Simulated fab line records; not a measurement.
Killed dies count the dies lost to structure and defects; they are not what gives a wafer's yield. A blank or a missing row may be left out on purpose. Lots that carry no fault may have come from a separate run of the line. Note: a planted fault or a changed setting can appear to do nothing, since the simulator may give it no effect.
Chamber matching + flow nand_harc + 4 sister chambers for NHARC_A_BONDPAD_ETCH_34 on rie_diel-13
The step etches the open film in N2/H2, target depth 60 nm, overetch 18 nm, time 65.91 s. 16 wafers are shown with their chamber, then 8 later ones without.

== WAFERS PAIRED WITH THEIR CHAMBERS ==
| wafer  | chamber | drypump_motor_current_A (A) | rf_vpp_V (V) | oes_product_au (a.u.) |
|--------|---------|-----------------------------|--------------|-----------------------|
| L150.1 | 3       | 5.79                        | 432.9        | 0.994                 |
| L150.2 | 1       | 5.15                        | 426.7        | 0.992                 |
| L150.5 | 1       | 5.14                        | 428.0        | 0.986                 |
| L154.3 | 1       | 5.12                        | 428.2        | 0.982                 |
| L154.5 | 0       | 5.63                        | 430.7        | 0.998                 |
| L154.6 | 3       | 5.79                        | 433.1        | 0.991                 |
| L152.2 | 1       | 5.15                        | 426.7        | 1.010                 |
| L152.3 | 2       | 5.68                        | 430.8        | 1.016                 |
| L152.4 | 0       | 5.64                        | 431.0        | 1.003                 |
| L155.2 | 0       | 5.62                        | 430.4        | 0.996                 |
| L155.4 | 2       | 5.67                        | 430.4        | 1.006                 |
| L155.5 | 3       | 5.77                        | 431.1        | 0.992                 |
| L159.1 | 1       | 5.15                        | 429.8        | 1.003                 |
| L159.2 | 3       | 5.77                        | 430.8        | 0.999                 |
| L159.4 | 0       | 5.60                        | 429.6        | 0.995                 |
| L166.1 | 2       | 5.69                        | 429.2        | 1.012                 |

SIGNATURES (means of the wafers above)
| reading                 | chamber 0 | chamber 1 | chamber 2 | chamber 3 | scatter within a chamber |
|-------------------------|-----------|-----------|-----------|-----------|--------------------------|
| drypump_motor_current_A | 5.6225    | 5.1420    | 5.6800    | 5.7800    | 0.0134                   |
| rf_vpp_V                | 430.425   | 427.880   | 430.133   | 431.975   | 1.05                     |
| oes_product_au          | 0.99800   | 0.99460   | 1.01133   | 0.99400   | 0.00749                  |
Rule: a wafer lies at a distance from a chamber equal to the root of the sum of squares, over the readings, of (its reading less the chamber's mean, divided by the reading's scatter). If the next closest chamber is less than 2 further off than the closest, the wafer can't be placed; otherwise it belongs to the closest. The scatter: take each reading less its chamber's mean, square it, sum over the shown wafers, divide by the number of wafers less the number of chambers, and take the root.

== WAFERS WITHOUT THEIR CHAMBER ==
| wafer  | drypump_motor_current_A (A) | rf_vpp_V (V) | oes_product_au (a.u.) |
|--------|-----------------------------|--------------|-----------------------|
| L166.3 | 5.15                        | 428.3        | 0.987                 |
| L166.4 | 5.64                        | 431.2        | 0.992                 |
| L169.3 | 5.63                        | 430.8        | 0.998                 |
| L169.5 | 5.13                        | 428.8        | 0.995                 |
| L169.6 | 5.68                        | 430.8        | 1.005                 |
| L171.1 | 5.16                        | 427.9        | 1.007                 |
| L171.2 | 5.63                        | 430.7        | 0.992                 |
| L171.4 | 5.13                        | 428.5        | 1.000                 |

== WHICH CHAMBER EACH WENT THROUGH ==
| wafer  | from the rows above | in truth |
|--------|---------------------|----------|
| L166.3 | 1                   | 1        |
| L166.4 | 0                   | 0        |
| L169.3 | 0                   | 0        |
| L169.5 | 1                   | 1        |
| L169.6 | 2                   | 2        |
| L171.1 | 1                   | 1        |
| L171.2 | 0                   | 0        |
| L171.4 | 1                   | 1        |
Placed correctly: 8 of 8. Number that these rows cannot place: 0. Wrongly placed: 0.
